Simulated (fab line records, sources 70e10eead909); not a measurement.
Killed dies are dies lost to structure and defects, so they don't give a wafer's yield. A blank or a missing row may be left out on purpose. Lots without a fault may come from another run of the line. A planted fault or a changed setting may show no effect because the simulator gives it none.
fab line records | flow nand_harc
record lots=5 wafers=15 last_day=33
route steps=1302 shown A_ONON_D2@546 END@1302
lots that met no fault: from a run of the same line without faults
start_h: hours from the record's first day to the start of the lot's first wafer shown | wait_h: hours since the lot's step before | " the same as in the row above | L1.1+2: a row that stands for several wafers | - no value, or no start given | * or withheld: withheld | < > ~ a bound
route shown NAME@n: a module of which the file shows steps, and the number in the route of the first | usual: mean/standard deviation of fault-free wafers | same: alike in all rows | chamber/n: place in a boat | sites: the reading at each site | _std_site: their standard deviation | _edge_site: outer sites' mean less inner sites' | radius_mm: how far each site lies from the wafer's centre | mask NAME#n: copy n | behind: the tool/chamber that last shaped the wafer | hold: why the lot was held/for how many hours/how that ended | device: the transistor (n, p or np) that didn't switch | end of line: the same wafers' tests at the end of the route | a step without rows: its recipe alone | killed: dies lost to structure and defects at the first sort, not the wafer's yield | map: a wafer's dies, x killed, . not, _ none there
set.NAME: the setting as run; set.NAME@STEP: as run at that earlier step | model.NAME: the simulator's own value behind a step, which no gauge read
lots at some steps of the route; a table a step, a row a wafer
services: from which hour (start_h, from the record's first day; less than 0 if before it) a tool's chamber was out of use, for how many hours, and why
## steps
# step NHARC_A_ONON_D2_THK_MEAS_02
# recipe thk_meas_gauge=ellipsometry
# usual thk_nm=998/11
# columns lot.wafer tool chamber start_h wait_h thk_nm
L112.2 film_metro-02 - 271.63 - 1003
L112.3 " - " " 1005
L112.6 " - " " 1003
L119.4 film_metro-02 - 341.00 - 992
L119.5 " - " " 991
L119.6 " - " " 990
L125.1 film_metro-01 - 392.32 - 1001
L125.3 " - " " 1003
L125.6 " - " " 1003
L134.2 film_metro-02 - 485.22 - 1007
L134.3 " - " " 1007
L134.4 " - " " 1007
L135.2 film_metro-02 - 495.38 - 1003
L135.3 " - " " 1004
L135.6 " - " " 1002
# step NHARC_A_ONON_D2_DEP_03
# recipe target_thk_a=10000 n2_flow_sccm=2750 n2o_flow_sccm=2000 nh3_flow_sccm=500 sih4_flow_sccm=210 temp_c=400
# step NHARC_A_ONON_D2_THK_MEAS_05
# recipe thk_meas_gauge=ellipsometry
# usual thk_nm=998/7.9
# columns lot.wafer tool chamber start_h wait_h thk_nm
L112.2 film_metro-01 - 272.19 - 1002
L112.3 " - " " 1003
L112.6 " - " " 1002
L119.4 film_metro-01 - 341.56 - 994
L119.5 " - " " 994
L119.6 " - " " 995
L125.1 film_metro-02 - 392.89 - 994
L125.3 " - " " 994
L125.6 " - " " 997
L134.2 film_metro-01 - 485.79 - 990
L134.3 " - " " 991
L134.4 " - " " 991
L135.2 film_metro-01 - 495.94 - 1012
L135.3 " - " " 1011
L135.6 " - " " 1011
# step NHARC_A_ONON_D2_DEP_06
# recipe target_thk_a=10000 n2_flow_sccm=2750 n2o_flow_sccm=2000 nh3_flow_sccm=500 sih4_flow_sccm=210 temp_c=400
# step NHARC_A_ONON_D2_THK_MEAS_08
# recipe thk_meas_gauge=ellipsometry
# usual thk_nm=998/11
# columns lot.wafer tool chamber start_h wait_h thk_nm
L112.2 film_metro-02 - 272.76 - 1001
L112.3 " - " " 1000
L112.6 " - " " 1000
L119.4 film_metro-01 - 342.13 - 1002
L119.5 " - " " 1000
L119.6 " - " " 1002
L125.1 film_metro-01 - 393.45 - 990
L125.3 " - " " 988
L125.6 " - " " 986
L134.2 film_metro-01 - 486.35 - 983
L134.3 " - " " 983
L134.4 " - " " 983
L135.2 film_metro-02 - 496.51 - 1018
L135.3 " - " " 1018
L135.6 " - " " 1018
# step NHARC_A_ONON_D2_DEP_09
# recipe target_thk_a=10000 n2_flow_sccm=2750 n2o_flow_sccm=2000 nh3_flow_sccm=500 sih4_flow_sccm=210 temp_c=400
# step NHARC_A_ONON_D2_THK_MEAS_11
# recipe thk_meas_gauge=ellipsometry
# usual thk_nm=999/8.4
# columns lot.wafer tool chamber start_h wait_h thk_nm
L112.2 film_metro-01 - 273.33 - 996
L112.3 " - " " 996
L112.6 " - " " 995
L119.4 film_metro-01 - 342.69 - 1006
L119.5 " - " " 1006
L119.6 " - " " 1004
L125.1 film_metro-02 - 394.02 - 1011
L125.3 " - " " 1012
L125.6 " - " " 1011
L134.2 film_metro-02 - 486.92 - 992
L134.3 " - " " 991
L134.4 " - " " 993
L135.2 film_metro-02 - 497.08 - 1002
L135.3 " - " " 1002
L135.6 " - " " 1002
# step NHARC_A_ONON_D2_DEP_12
# recipe target_thk_a=10000 n2_flow_sccm=2750 n2o_flow_sccm=2000 nh3_flow_sccm=500 sih4_flow_sccm=210 temp_c=400
# step NHARC_A_ONON_D2_THK_MEAS_14
# recipe thk_meas_gauge=ellipsometry
# usual thk_nm=999/8.2
# columns lot.wafer tool chamber start_h wait_h thk_nm
L112.2 film_metro-02 - 273.90 - 998
L112.3 " - " " 997
L112.6 " - " " 1000
L119.4 film_metro-01 - 343.24 - 1007
L119.5 " - " " 1006
L119.6 " - " " 1006
L125.1 film_metro-02 - 394.58 - 998
L125.3 " - " " 998
L125.6 " - " " 997
L134.2 film_metro-01 - 487.49 - 997
L134.3 " - " " 997
L134.4 " - " " 997
L135.2 film_metro-01 - 497.65 - 994
L135.3 " - " " 993
L135.6 " - " " 994
# step NHARC_A_ONON_D2_ANNEAL_15
# recipe temp_c=750 time_s=3600
# step NHARC_A_ONON_D2_DEP_16
# recipe target_thk_a=10000 n2_flow_sccm=2750 n2o_flow_sccm=2000 nh3_flow_sccm=500 sih4_flow_sccm=210 temp_c=400
# step NHARC_A_ONON_D2_THK_MEAS_18
# recipe thk_meas_gauge=ellipsometry
# usual thk_nm=999/8.9
# columns lot.wafer tool chamber start_h wait_h thk_nm
L112.2 film_metro-02 - 284.52 - 988
L112.3 " - " " 992
L112.6 " - " " 989
L119.4 film_metro-01 - 350.62 - 999
L119.5 " - " " 999
L119.6 " - " " 999
L125.1 film_metro-02 - 399.35 - 989
L125.3 " - " " 991
L125.6 " - " " 991
L134.2 film_metro-01 - 497.13 - 1002
L134.3 " - " " 1002
L134.4 " - " " 1000
L135.2 film_metro-01 - 505.82 - 995
L135.3 " - " " 996
L135.6 " - " " 996
# step NHARC_A_ONON_D2_DEP_19
# recipe target_thk_a=10000 n2_flow_sccm=2750 n2o_flow_sccm=2000 nh3_flow_sccm=500 sih4_flow_sccm=210 temp_c=400
# usual susceptor_temp_C=400.02/0.23
# columns lot.wafer tool chamber start_h wait_h susceptor_temp_C
L112.2 pecvd_onon-03 0 284.64 0.1 399.56
L112.3 " 0 " " 399.83
L112.6 " 0 " " 399.99
L119.4 pecvd_onon-02 0 350.85 0.2 400.26
L119.5 " 0 " " 400.18
L119.6 " 0 " " 400.21
L125.1 pecvd_onon-03 0 399.41 0.1 399.94
L125.3 " 0 " " 400.28
L125.6 " 0 " " 399.69
L134.2 pecvd_onon-03 0 497.24 0.1 400.07
L134.3 " 0 " " 400.01
L134.4 " 0 " " 400.08
L135.2 pecvd_onon-01 0 505.93 0.1 399.94
L135.3 " 0 " " 400.07
L135.6 " 0 " " 399.96
# step NHARC_A_ONON_D2_THK_MEAS_21
# recipe thk_meas_gauge=ellipsometry
# usual thk_nm=999/11
# columns lot.wafer tool chamber start_h wait_h thk_nm
L112.2 film_metro-01 - 285.09 - 992
L112.3 " - " " 994
L112.6 " - " " 993
L119.4 film_metro-01 - 351.19 - 1014
L119.5 " - " " 1012
L119.6 " - " " 1011
L125.1 film_metro-02 - 399.92 - 994
L125.3 " - " " 1446
L125.6 " - " " 1445
L134.2 film_metro-02 - 497.69 - 991
L134.3 " - " " 989
L134.4 " - " " 991
L135.2 film_metro-02 - 506.38 - 995
L135.3 " - " " 995
L135.6 " - " " 994
# step NHARC_A_ONON_D2_DEP_22
# recipe target_thk_a=10000 n2_flow_sccm=2750 n2o_flow_sccm=2000 nh3_flow_sccm=500 sih4_flow_sccm=210 temp_c=400
# step NHARC_END_SORT_01
# recipe temp_c=25
# usual killed_at_array=62/15 killed_at_other=0.8/1 killed_at_periphery=3.7/2.6 killed_dies=66/15 killed_open=3.1/1.8 killed_short=2.6/1.7
# same gross_dies=677
# columns lot.wafer tool chamber start_h wait_h killed_at_array killed_at_other killed_at_periphery killed_dies killed_open killed_short
L119.4 prober-02 0 642.01 3.4 42 1 2 45 5 2
L119.5 prober-02 0 642.82 3.7 37 2 4 43 3 2
L119.6 prober-02 0 643.63 4.1 44 0 1 45 2 1
L125.3 prober-02 0 676.18 3.1 672 0 5 677 5 2
L125.6 prober-02 0 678.56 4.0 675 0 2 677 4 1
L135.2 prober-01 0 793.56 2.8 52 3 3 58 4 3
L135.3 prober-01 0 794.36 3.1 60 5 2 67 2 3
L135.6 prober-01 0 796.77 4.0 48 2 3 53 2 1
# killed by level:class
L119.4 A_CHANNEL_HOLE_D2:chamber_film_flake=10 A_STAIRCASE:chamber_film_flake=8 A_CHANNEL_HOLE_D1:chamber_film_flake=7 A_CONTACT:chamber_film_flake=6 A_CONTACT:geometric_particle:open=2 A_ONON_D1:geometric_particle:short=1 A_ONON_D2:geometric_particle:short=1 A_ONON_D2:geometric_particle:open=1
L119.5 A_CHANNEL_HOLE_D2:chamber_film_flake=12 A_CHANNEL_HOLE_D1:chamber_film_flake=9 A_STAIRCASE:chamber_film_flake=4 A_CONTACT:chamber_film_flake=4 A_SGD_CUT:geometric_particle:short=2 P_STI:chamber_film_flake=2 P_GATE:chamber_film_flake=2 THIN_TSV:chamber_film_flake=2
L119.6 A_CHANNEL_HOLE_D2:chamber_film_flake=17 A_STAIRCASE:chamber_film_flake=6 A_CHANNEL_HOLE_D1:chamber_film_flake=5 A_CONTACT:chamber_film_flake=5 A_CHANNEL_FILL_D2:chamber_film_flake=2 A_WL_FILL:chamber_film_flake=2 A_DECK1_JOINT:geometric_particle:open=1 A_CHANNEL_FILL_D2:geometric_particle:open=1
L125.3 A_ONON_D2:area_dep=581 A_SLIT:chamber_film_flake=32 A_CHANNEL_HOLE_D1:chamber_film_flake=30 A_CHANNEL_HOLE_D2:chamber_film_flake=20 A_DECK1_JOINT:chamber_film_flake=3 P_M0:geometric_particle:short=2 A_CONTACT:chamber_film_flake=2 P_STI:geometric_particle:open=1
L125.6 A_ONON_D2:area_dep=592 A_SLIT:chamber_film_flake=31 A_CHANNEL_HOLE_D1:chamber_film_flake=23 A_CHANNEL_HOLE_D2:chamber_film_flake=21 P_M0:geometric_particle:open=1 A_SOURCE_PLATE:geometric_particle:short=1 A_SOURCE_PLATE:geometric_particle:open=1 A_CHANNEL_HOLE_D2:geometric_particle:open=1
L135.2 A_SLIT:chamber_film_flake=33 A_CONTACT:chamber_film_flake=8 A_DECK1_JOINT:chamber_film_flake=4 THIN_TSV:chamber_film_flake=3 P_CONTACT:geometric_particle:open=2 A_CHANNEL_FILL_D1:geometric_particle:open=2 A_STAIRCASE:chamber_film_flake=2 P_M2:geometric_particle:short=1
L135.3 A_SLIT:chamber_film_flake=39 A_CONTACT:chamber_film_flake=12 THIN_TSV:chamber_film_flake=5 A_STAIRCASE:chamber_film_flake=2 P_M1:geometric_particle:open=1 A_ONON_D1:geometric_particle:short=1 A_ONON_D2:geometric_particle:short=1 A_CHANNEL_HOLE_D2:geometric_particle:open=1
L135.6 A_SLIT:chamber_film_flake=32 A_CONTACT:chamber_film_flake=8 A_CHANNEL_HOLE_D2:chamber_film_flake=3 P_STI:chamber_film_flake=2 THIN_TSV:chamber_film_flake=2 A_ONON_D1:geometric_particle:open=1 A_ONON_D1:geometric_particle:short=1 A_M0:geometric_particle:open=1
# map L125.3 (x killed, . not)
____________x____________
_________xxxxxxx_________
_______xxxxxxxxxxx_______
______xxxxxxxxxxxxx______
_____xxxxxxxxxxxxxxx_____
____xxxxxxxxxxxxxxxxx____
____xxxxxxxxxxxxxxxxx____
___xxxxxxxxxxxxxxxxxxx___
___xxxxxxxxxxxxxxxxxxx___
__xxxxxxxxxxxxxxxxxxxxx__
__xxxxxxxxxxxxxxxxxxxxx__
_xxxxxxxxxxxxxxxxxxxxxxx_
_xxxxxxxxxxxxxxxxxxxxxxx_
_xxxxxxxxxxxxxxxxxxxxxxx_
_xxxxxxxxxxxxxxxxxxxxxxx_
_xxxxxxxxxxxxxxxxxxxxxxx_
xxxxxxxxxxxxxxxxxxxxxxxxx
xxxxxxxxxxxxxxxxxxxxxxxxx
xxxxxxxxxxxxxxxxxxxxxxxxx
xxxxxxxxxxxxxxxxxxxxxxxxx
xxxxxxxxxxxxxxxxxxxxxxxxx
_xxxxxxxxxxxxxxxxxxxxxxx_
_xxxxxxxxxxxxxxxxxxxxxxx_
_xxxxxxxxxxxxxxxxxxxxxxx_
_xxxxxxxxxxxxxxxxxxxxxxx_
_xxxxxxxxxxxxxxxxxxxxxxx_
__xxxxxxxxxxxxxxxxxxxxx__
__xxxxxxxxxxxxxxxxxxxxx__
___xxxxxxxxxxxxxxxxxxx___
___xxxxxxxxxxxxxxxxxxx___
____xxxxxxxxxxxxxxxxx____
____xxxxxxxxxxxxxxxxx____
_____xxxxxxxxxxxxxxx_____
______xxxxxxxxxxxxx______
_______xxxxxxxxxxx_______
_________xxxxxxx_________
____________x____________
# map L112.3 (x killed, . not)
____________.____________
_________......._________
_______..........._______
______.............______
_____..............._____
____.................____
____.................____
___....x..............___
___x.xx........x......___
__..xxxx...............__
__..xxxx...............__
_xxxxxx.....xx.........._
_x.xxxxx................_
_xx.xxxxx..............._
_xxxxxxxx......x........_
_xxxxx.x................_
xxxxx.xx.x...............
..xx..x..................
xxxxx.x..................
...x.xx...x..............
.........................
_......................._
_......................._
_x.....x................_
_.................x....._
_......................._
__.....................__
__............x........__
___..x................___
___...................___
____.....x.......x...____
____.................____
_____..............._____
______.x...........______
_______..........._______
_________......._________
____________.____________
## services
# columns tool chamber start_h hours kind
pecvd_onon-01 - 269.00 13.0 pm
pecvd_onon-02 - 366.00 13.0 pm
pecvd_onon-03 - 408.35 13.0 pm
pecvd_onon-03 - 434.40 10.0 repair
pecvd_onon-01 - 450.00 13.0 pm
## key
first_sign step=NHARC_A_ONON_D2_THK_MEAS_21 reading=thk_nm direction=up sigmas=40 usual=999 struck=1446
effect step=NHARC_END_SORT_01 reading=killed_at_array direction=up sigmas=40 usual=62 struck=674
more_kills_born_at NHARC_A_ONON_D2_DEP_19@pecvd_onon-03=1173
met_at NHARC_A_ONON_D2_DEP_19
struck_wafers L125.3,L125.6
later_rows_left_out L125.3,L125.6
tester_left_out L125
onset_between 284.64 399.41
fault kind=process_parameter_drift tool=pecvd_onon-03 chamber=- onset_h=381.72 steps=NHARC_A_ONON_D2_DEP_19 channel=target_thk_a offset=* shape=step end_h=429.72 scope=struck_wafers_only acts_in=* stated=*
# tester_left_out: of these lots the tester's yield and bins aren't shown, on N5 and GAA mostly nor the transistor test; their killed dies are dies lost to structure and defects alone, not to doping, threshold or leakage, so they don't give the yield
# later_rows_left_out: the simulator's readings of these wafers behind a module that went badly wrong aren't trusted and aren't shown, but for the sort
